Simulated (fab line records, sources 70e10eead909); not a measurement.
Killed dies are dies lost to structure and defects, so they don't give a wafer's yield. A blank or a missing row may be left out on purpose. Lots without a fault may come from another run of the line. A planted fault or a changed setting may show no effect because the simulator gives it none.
A struck lot beside a sound one | flow nand_harc | 38 steps out of a route of 1302
Sound: wafers L907.1, L907.3, L907.5. Struck: wafer L898.5. (L898.6 of the same lot was not struck and is left out.) The cause comes at the end.
At each step with rows: each side's tool, then ch and its chambers, then its first start. Under that, the readings that differ: sound wafers | struck wafers | difference of the means | sigmas: that difference in standard deviations of wafers without a fault.
alike: readings whose means differ by less than 2 such deviations, and words and numbers that are the same on both sides. not compared: withheld readings, readings that some wafer has no value for, bounds like >300 that may hide the same value, and numbers for which the record gives no deviation and whose values overlap.
The two part at a step that has a row with sigmas, a row that says differs or no value, or rows on one side only. Numbers that don't overlap but have no deviation are shown without sigmas and don't part them. A reading that every wafer of one side lacks parts them only if that side has two wafers or more.

first, 10 steps without rows for these wafers: NHARC_A_CHANNEL_HOLE_D2_DEP_00 (deposits aC, target thk 3100 nm); NHARC_A_CHANNEL_HOLE_D2_DEP_01 (deposits SiON, target thk 140 nm); NHARC_A_CHANNEL_HOLE_D2_DEHYDRATE_02 (time 120 s); NHARC_A_CHANNEL_HOLE_D2_HMDS_03 (time 30 s); NHARC_A_CHANNEL_HOLE_D2_COAT_36 (time 75 s); NHARC_A_CHANNEL_HOLE_D2_COAT_37 (time 65 s); NHARC_A_CHANNEL_HOLE_D2_COAT_04 (resist thk 90 nm); NHARC_A_CHANNEL_HOLE_D2_SOFTBAKE_05 (time 55 s); NHARC_A_CHANNEL_HOLE_D2_EBR_06; NHARC_A_CHANNEL_HOLE_D2_EXPOSE_07 (exposes mask HOLE D2, target cd 100 nm).
NHARC_A_CHANNEL_HOLE_D2_PEB_08: peb time 65 s.
  sound on litho_track-06 ch 0, day 20 22:46; struck on litho_track-01 ch 0, day 17 20:04
  reading                  | sound             | struck | difference | sigmas
  heater_power_total_W (W) | 156.1 156.8 157.2 | 181.5  | +24.8      | +60
then, 1 step without rows for these wafers: NHARC_A_CHANNEL_HOLE_D2_DEVELOP_09 (develop time 35 s).
NHARC_A_CHANNEL_HOLE_D2_CD_MEAS_10: target cd 100 nm.
  sound on cd_sem-02 ch 0, day 20 22:51; struck on cd_sem-01 ch 0, day 17 20:10
  reading    | sound           | struck | difference | sigmas
  cd_nm (nm) | 100.4 99.9 99.7 | 92.0   | -8.0       | -11
NHARC_A_CHANNEL_HOLE_D2_DESCUM_15: chemistry O2, time 3 s.
  sound on rie_diel-10 ch 0,1,3, day 20 23:03; struck on rie_diel-10 ch 2, day 17 20:22
  reading                            | sound           | struck | difference | sigmas
  model.A_CHANNEL_HOLE_D2.cd_nm (nm) | 100.8 101 100.4 | 92.1   | -8.6       |
  alike: drypump_motor_current_A, mfc_ar_sccm, oes_product_au, rf_vpp_V, showerhead_plenum_p_Torr, throttle_valve_pct
  not compared: rf_hours_counter_h
then, 16 steps without rows for these wafers: NHARC_A_CHANNEL_HOLE_D2_ETCH_38 (etches the open film in CF4, target depth 39 nm, time 65 s); NHARC_A_CHANNEL_HOLE_D2_ETCH_39 (etches the open film in N2/H2, target depth 260 nm, time 325 s); NHARC_A_CHANNEL_HOLE_D2_ETCH_34 (etches the open film in CF4/CHF3, target depth 154 nm, time 77 s); NHARC_A_CHANNEL_HOLE_D2_ETCH_16 (etches the open film in O2/COS, target depth 3100 nm, time 806 s); NHARC_A_CHANNEL_HOLE_D2_ETCH_19 (etches the open film in C4F8/O2/Ar, time 34.5 s); NHARC_A_CHANNEL_HOLE_D2_ETCH_20 (etches the open film in C4F8/O2/Ar, time 361.9 s, target depth 1600 nm); NHARC_A_CHANNEL_HOLE_D2_ETCH_21 (etches the open film in C4F8/O2/Ar, time 514.3 s, target depth 1600 nm); NHARC_A_CHANNEL_HOLE_D2_ETCH_22 (etches the open film in C4F8/O2/Ar, time 666.7 s, target depth 1600 nm); NHARC_A_CHANNEL_HOLE_D2_ETCH_23 (etches the open film in C4F8/O2/Ar, time 819 s, target depth 1600 nm); NHARC_A_CHANNEL_HOLE_D2_ETCH_24 (etches the open film in C4F8/O2/Ar, time 906.2 s, target depth 1500 nm); NHARC_A_CHANNEL_HOLE_D2_ETCH_25 (etches the open film in C4F8/O2/Ar, time 1040.2 s, target depth 1500 nm); NHARC_A_CHANNEL_HOLE_D2_ETCH_26 (etches the open film in C4F8/O2/Ar, time 224.1 s, target depth 300 nm); NHARC_A_CHANNEL_HOLE_D2_ETCH_27 (etches the open film in C4F8/O2/Ar, time 90 s, target depth 400 nm); NHARC_A_CHANNEL_HOLE_D2_STRIP_41 (strips in N2/H2); NHARC_A_CHANNEL_HOLE_D2_STRIP_42 (strips in CF4/CHF3); NHARC_A_CHANNEL_HOLE_D2_STRIP_43 (strips in O2/COS).
NHARC_A_CHANNEL_HOLE_D2_ETCH_44: etches the open film in CF4/O2, target depth 140 nm, overetch 14 nm, time 77 s.
  sound on rie_diel-07 ch 0,1,3, day 21 04:56; struck on rie_diel-10 ch 0, day 18 02:17
  reading                            | sound            | struck | difference | sigmas
  model.A_CHANNEL_HOLE_D2.cd_nm (nm) | 89.8 85.22 90.13 | 80.82  | -7.56      |
  alike: drypump_motor_current_A, mfc_ar_sccm, oes_o_777_au, oes_product_au, rf_vpp_V, showerhead_plenum_p_Torr, throttle_valve_pct
  not compared: rf_hours_counter_h
then, 3 steps without rows for these wafers: NHARC_A_CHANNEL_HOLE_D2_STRIP_28 (strips in O2); NHARC_A_CHANNEL_HOLE_D2_PRECLEAN_29 (cleans in SC1); NHARC_A_CHANNEL_HOLE_D2_SRD_30.
NHARC_A_CHANNEL_HOLE_D2_CD_MEAS_31:
  sound on cd_sem-02, day 21 05:43; struck on cd_sem-01, day 18 03:05
  reading    | sound          | struck | difference | sigmas
  cd_nm (nm) | 89.3 84.7 89.5 | 82.1   | -5.7       | -3
NHARC_A_CHANNEL_HOLE_D2_XSEM_32:
  sound on xsem-02 ch 0, day 21 05:49; struck on xsem-01 ch 0, day 18 03:10
  reading        | sound          | struck | difference | sigmas
  bot_cd_nm (nm) | 74.0 70.5 74.7 | 66.5   | -6.6       | -4
  alike: bow_nm, tilt_deg
-- the record jumps here: 11 days lie between the struck wafers' starts before and after (it left off in module A_CHANNEL_HOLE_D2 and takes up again in module END, whose first step shown is number 1301 of the route) --
NHARC_END_WLT_00:
  sound on prober-02, day 32 00:30; struck on prober-02, day 28 21:12
  reading                     | sound             | struck | difference | sigmas
  VT_DECK2_MEDIAN_NEAR_BOTTOM | 0.864 0.853 0.864 | 0.843  | -0.017     | -2
  VT_DECK2_TOP                | 0.893 0.887 0.887 | 0.872  | -0.017     | -3
  VT_DECK2_TOP_INNER          | 0.895 0.893 0.892 | 0.877  | -0.016     | -2
  alike: VT_DECK1_BOTTOM, VT_DECK1_BOTTOM_INNER, VT_DECK1_MEDIAN_NEAR_BOTTOM, VT_DECK1_MEDIAN_NEAR_BOTTOM_INNER, VT_DECK1_MIDDLE, VT_DECK1_MIDDLE_INNER, VT_DECK1_TOP, VT_DECK1_TOP_INNER, VT_DECK2_BOTTOM, VT_DECK2_BOTTOM_INNER, VT_DECK2_MEDIAN_NEAR_BOTTOM_INNER, VT_DECK2_MIDDLE, VT_DECK2_MIDDLE_INNER
then, 1 step without rows for these wafers: NHARC_END_SORT_01.

WHERE THEY PART
First at NHARC_A_CHANNEL_HOLE_D2_PEB_08; last, within this record, at NHARC_END_WLT_00.

WHY: what the simulator had put in
Process parameter drift: litho_track-01, from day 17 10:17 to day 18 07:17, at NHARC_A_CHANNEL_HOLE_D2_PEB_08. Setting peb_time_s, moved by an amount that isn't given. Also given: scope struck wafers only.
